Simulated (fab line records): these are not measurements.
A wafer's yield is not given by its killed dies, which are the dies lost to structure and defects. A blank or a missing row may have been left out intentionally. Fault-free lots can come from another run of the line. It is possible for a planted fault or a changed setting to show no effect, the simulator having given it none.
Lot-split experiment -- flow n5 finfet -- on a route of 1938 steps: 7 lots, 21 wafers read

## THE SPLIT ITSELF
At N5_BEOL_M10_EXPOSE_08 (exposes mask M10), the setting dose mj was moved away from the recipe's 53.75 on 3 of the 21 wafers read, by +5.3% to +6.5%. All remaining wafers had this setting at the recipe value.

## FROM THE SPLIT TO THE READING: what the file shows between them, 5 steps
- N5_BEOL_M10_PEB_09: peb time 60 s
- N5_BEOL_M10_DEVELOP_10: develop time 30 s
- N5_BEOL_M10_CD_MEAS_11: target cd 64.1 nm
- N5_BEOL_M10_PRECLEAN_42: cleans in residue remover, time 60 s
- N5_BEOL_M10_SRD_43: time 30 s

## THE READING
cd nm (nm) at N5_BEOL_M10_CD_MEAS_35, where the cd target is 70 nm. Typical for fault-free wafers on this fab line: 70.2 nm, with standard deviation 0.86 nm.

wafer,"tool, chamber at the split",dose mj as run,against the recipe,"cd nm, nm",against lot-mates on the recipe
L078.2,"arfi scanner-03, 0",53.75,recipe,69.8,-
L078.5,"arfi scanner-03, 0",53.75,recipe,70.0,-
L078.6,"arfi scanner-03, 0",53.75,recipe,69.3,-
L081.1,"arfi scanner-01, 0",53.75,recipe,69.5,-
L081.3,"arfi scanner-01, 0",53.75,recipe,69.9,-
L081.4,"arfi scanner-01, 0",57.22,+6.5%,73.0,+3.3
L080.2,"arfi scanner-02, 0",53.75,recipe,70.9,-
L080.4,"arfi scanner-02, 0",53.75,recipe,70.5,-
L080.5,"arfi scanner-02, 0",53.75,recipe,71.9,-
L082.1,"arfi scanner-02, 0",56.61,+5.3%,72.1,+2.1
L082.3,"arfi scanner-02, 0",53.75,recipe,70.0,-
L082.4,"arfi scanner-02, 0",56.61,+5.3%,73.0,+3.0
L084.1,"arfi scanner-01, 0",53.75,recipe,70.2,-
L084.2,"arfi scanner-01, 0",53.75,recipe,71.7,-
L084.5,"arfi scanner-01, 0",53.75,recipe,70.4,-
L093.3,"arfi scanner-02, 0",53.75,recipe,69.8,-
L093.4,"arfi scanner-02, 0",53.75,recipe,70.3,-
L093.5,"arfi scanner-02, 0",53.75,recipe,69.2,-
L094.2,"arfi scanner-01, 0",53.75,recipe,70.3,-
L094.3,"arfi scanner-01, 0",53.75,recipe,70.0,-
L094.4,"arfi scanner-01, 0",53.75,recipe,70.6,-

FIT RESULTS
A straight line over all 21 wafers: cd nm changes by +0.431 nm for each +1% of dose mj; r = +0.79; the points scatter about the line by 0.69 nm.
The same after taking each lot's own level away (the mean of its wafers on the recipe; 21 wafers): +0.493 nm for each +1%; r = +0.92; scatter 0.45 nm.
That fit puts the effect of the largest move of dose mj on the reading at 3.2 nm.
From 69.70 to 71.10 nm: that is the span of the lots' own levels, equal to 1.6 times the standard deviation above.
So the lot-to-lot level blurs the effect unless lot-mates are compared.
Check: with one of the wafers moved furthest among these (+6.5%) left out of the fit, the line predicts +3.09 nm for it against its lot-mates. It came out at +3.3 nm against them.

## THE OTHER SPLITS THESE WAFERS WENT THROUGH
Note: prior to the reading, these wafers also went through further splits. Each is held against what the fit with the lots' levels taken away leaves over:
other split on the same wafers,wafers away from the commonest value,r with cd nm (lot level and that fit taken away)
N5_BEOL_M8_DESCUM_16 time s,8,+0.09
N5_BEOL_M8_COAT_22 spin rpm,4,-0.18
N5_BEOL_M9_ETCH_66 time s,7,-0.10

## THE WHOLE CHAIN: every reading that the file lists as answering this split, in the file's order
step,what it does,reading,change (the file's fit),r (the file's)
N5_BEOL_M10_CD_MEAS_11,target cd 64.1 nm,cd nm,+0.515 nm for each +1% of the setting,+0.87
N5_BEOL_M10_CD_MEAS_35,target cd 70 nm,cd nm,+0.496 nm for each +1% of the setting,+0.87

## FILE'S OWN FIT
cd nm changes by +0.496 nm for each +1% of dose mj, r = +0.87.
